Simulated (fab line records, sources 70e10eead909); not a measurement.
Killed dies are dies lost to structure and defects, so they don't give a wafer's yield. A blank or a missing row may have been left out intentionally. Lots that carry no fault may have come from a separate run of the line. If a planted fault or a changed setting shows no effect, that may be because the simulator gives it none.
Comparing a struck lot with a sound one | flow nandHarc | 14 steps out of a route of 1302
Sound: wafers L199.3, L199.4, L199.6. Struck: wafers L209.4, L209.6. (L209.5 of the same lot was not struck and is left out.) The cause comes at the end.
At each step with rows: each side's tool, then ch and its chambers, then its first start. Under that, the readings that differ: sound wafers | struck wafers | difference of the means | sigmas: that difference in standard deviations of wafers without a fault.
alike: a reading whose means differ by less than 2 such deviations, as well as words and numbers matching on both sides. not compared: withheld readings; readings where some wafer has no value; bounds like >300 that might hide an equal value; numbers whose values overlap and for which the record gives no deviation.
A row with sigmas, a row that says differs or no value, or rows on one side alone: a step with any of these is where the two part. Non-overlapping numbers with no deviation appear without sigmas and do not part them. A reading that every wafer of one side lacks parts them only if that side has two wafers or more.

NHARC_A_DECK1_JOINT_CMP_02: polishes SiOx.
  sound on cmp-01 ch 2,3, day 16 07:12; struck on cmp-03 ch 1,2, day 20 12:37
  alike: motorCurrentA
following that, these wafers have no rows for 1 step: NHARC_A_DECK1_JOINT_SRD_15.
NHARC_A_DECK1_JOINT_DEP_16: deposits SiO2, target thk 45 nm.
  sound on pecvd-01 ch 0,2, day 16 07:38; struck on pecvd-01 ch 1,2, day 20 13:04
  alike: heaterPowerW, rfFwdPowerW, throttleValvePct
NHARC_A_DECK1_JOINT_THK_MEAS_17: measures by ellipsometry.
  struck on filmMetro-01, day 20 13:16; sound on filmMetro-01, day 16 07:51
  alike: thkNm
NHARC_A_DECK1_JOINT_INSPECT_05:
  struck on defectInspect-02, day 20 13:18; sound on defectInspect-01, day 16 07:53
  alike: rawDefectCount
next comes 1 step that has no rows for these wafers: NHARC_A_ONON_D2_DEP_00 (target thickness 1000 nm).
NHARC_A_ONON_D2_THK_MEAS_02: measures by ellipsometry.
  struck on filmMetro-01, day 20 13:53; sound on filmMetro-02, day 16 08:28
  alike: thkNm
next comes 1 step that has no rows for these wafers: NHARC_A_ONON_D2_DEP_03 (target thickness 1000 nm).
NHARC_A_ONON_D2_THK_MEAS_05: measures by ellipsometry.
  struck on filmMetro-01, day 20 14:27; sound on filmMetro-01, day 16 09:02
  alike: thkNm
next comes 1 step that has no rows for these wafers: NHARC_A_ONON_D2_DEP_06 (target thickness 1000 nm).
NHARC_A_ONON_D2_THK_MEAS_08: measures by ellipsometry.
  struck on filmMetro-02, day 20 15:01; sound on filmMetro-01, day 16 09:36
  alike: thkNm
NHARC_A_ONON_D2_DEP_09: target thk 1000 nm.
  sound on pecvdOnon-01 ch 0, day 16 09:46; struck on pecvdOnon-03 ch 0, day 20 15:15
NHARC_A_ONON_D2_THK_MEAS_11: measures by ellipsometry.
  struck on filmMetro-01, day 20 15:35; sound on filmMetro-02, day 16 10:10
reading    | sound       | struck    | difference | sigmas
thkNm (nm) | 996 996 995 | 1506 1507 | +511       | +46
next comes 1 step that has no rows for these wafers: NHARC_A_ONON_D2_DEP_12 (target thickness 1000 nm).

WHERE THEY PART
Only at NHARC_A_ONON_D2_THK_MEAS_11, as far as this record shows.

WHY: whatever the simulator had introduced
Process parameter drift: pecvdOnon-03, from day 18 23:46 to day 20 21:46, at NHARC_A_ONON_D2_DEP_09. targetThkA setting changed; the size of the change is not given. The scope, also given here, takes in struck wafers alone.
